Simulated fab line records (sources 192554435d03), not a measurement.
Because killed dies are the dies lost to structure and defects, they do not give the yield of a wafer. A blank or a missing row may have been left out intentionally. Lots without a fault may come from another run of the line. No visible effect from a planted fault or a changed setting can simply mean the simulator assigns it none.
Chamber matching || flow n5 finfet || 4 sister chambers for N5_BEOL_M8_ETCH_65 on rie diel-03
The step etches SiARC in CF4, target depth 15.6 nm, time 26 s. 8 wafers are shown with their chamber, then 11 later ones without.

EACH WAFER AND ITS CHAMBER
{"wafer": "L079.4", "chamber": 2, "showerhead plenum p Torr (Torr)": 2.03, "throttle valve pct (%)": 15.60}
{"wafer": "L083.3", "chamber": 2, "showerhead plenum p Torr (Torr)": 2.02, "throttle valve pct (%)": 15.61}
{"wafer": "L086.1", "chamber": 0, "showerhead plenum p Torr (Torr)": 2.10, "throttle valve pct (%)": 15.12}
{"wafer": "L086.5", "chamber": 3, "showerhead plenum p Torr (Torr)": 2.11, "throttle valve pct (%)": 15.49}
{"wafer": "L088.1", "chamber": 0, "showerhead plenum p Torr (Torr)": 2.09, "throttle valve pct (%)": 15.14}
{"wafer": "L088.2", "chamber": 3, "showerhead plenum p Torr (Torr)": 2.11, "throttle valve pct (%)": 15.50}
{"wafer": "L088.4", "chamber": 1, "showerhead plenum p Torr (Torr)": 2.19, "throttle valve pct (%)": 15.67}
{"wafer": "L089.1", "chamber": 1, "showerhead plenum p Torr (Torr)": 2.19, "throttle valve pct (%)": 15.67}

WAFERS WITHOUT THEIR CHAMBER
{"wafer": "L089.5", "showerhead plenum p Torr (Torr)": 2.11, "throttle valve pct (%)": 15.48}
{"wafer": "L089.6", "showerhead plenum p Torr (Torr)": 2.02, "throttle valve pct (%)": 15.64}
{"wafer": "L093.2", "showerhead plenum p Torr (Torr)": 2.10, "throttle valve pct (%)": 15.50}
{"wafer": "L093.3", "showerhead plenum p Torr (Torr)": 2.09, "throttle valve pct (%)": 15.14}
{"wafer": "L093.4", "showerhead plenum p Torr (Torr)": 2.10, "throttle valve pct (%)": 15.51}
{"wafer": "L096.1", "showerhead plenum p Torr (Torr)": 2.19, "throttle valve pct (%)": 15.21}
{"wafer": "L096.5", "showerhead plenum p Torr (Torr)": 2.27, "throttle valve pct (%)": 15.16}
{"wafer": "L096.6", "showerhead plenum p Torr (Torr)": 2.10, "throttle valve pct (%)": 15.55}
{"wafer": "L097.1", "showerhead plenum p Torr (Torr)": 2.27, "throttle valve pct (%)": 15.16}
{"wafer": "L097.3", "showerhead plenum p Torr (Torr)": 2.10, "throttle valve pct (%)": 15.57}
{"wafer": "L097.5", "showerhead plenum p Torr (Torr)": 2.09, "throttle valve pct (%)": 15.19}

THE CHAMBER EACH PASSED THROUGH
{"wafer": "L089.5", "from the rows above": 3, "in truth": 3}
{"wafer": "L089.6", "from the rows above": 2, "in truth": 2}
{"wafer": "L093.2", "from the rows above": 3, "in truth": 3}
{"wafer": "L093.3", "from the rows above": 0, "in truth": 0}
{"wafer": "L093.4", "from the rows above": 3, "in truth": 3}
{"wafer": "L096.1", "from the rows above": 0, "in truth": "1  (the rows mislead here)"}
{"wafer": "L096.5", "from the rows above": 0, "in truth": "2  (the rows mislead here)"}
{"wafer": "L096.6", "from the rows above": 3, "in truth": 3}
{"wafer": "L097.1", "from the rows above": 0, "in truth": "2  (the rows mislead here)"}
{"wafer": "L097.3", "from the rows above": 3, "in truth": 3}
{"wafer": "L097.5", "from the rows above": 0, "in truth": 0}
Placed correctly: 8 of 11. Not placeable from these rows: 0. Placed wrongly: 3.
How it was worked out, from the rows above alone: a wafer's distance from a chamber is the root of the sum, over the readings, of the square of ((its reading less the chamber's mean) divided by the reading's scatter). If the next closest chamber is less than 2 further off than the closest, the wafer can't be placed; otherwise it belongs to the closest. Each chamber's mean is taken over the wafers shown for it. How the scatter is found: for the shown wafers, subtract from each reading the mean of its chamber, square and add these, divide the total by (wafers less chambers), then take the root.
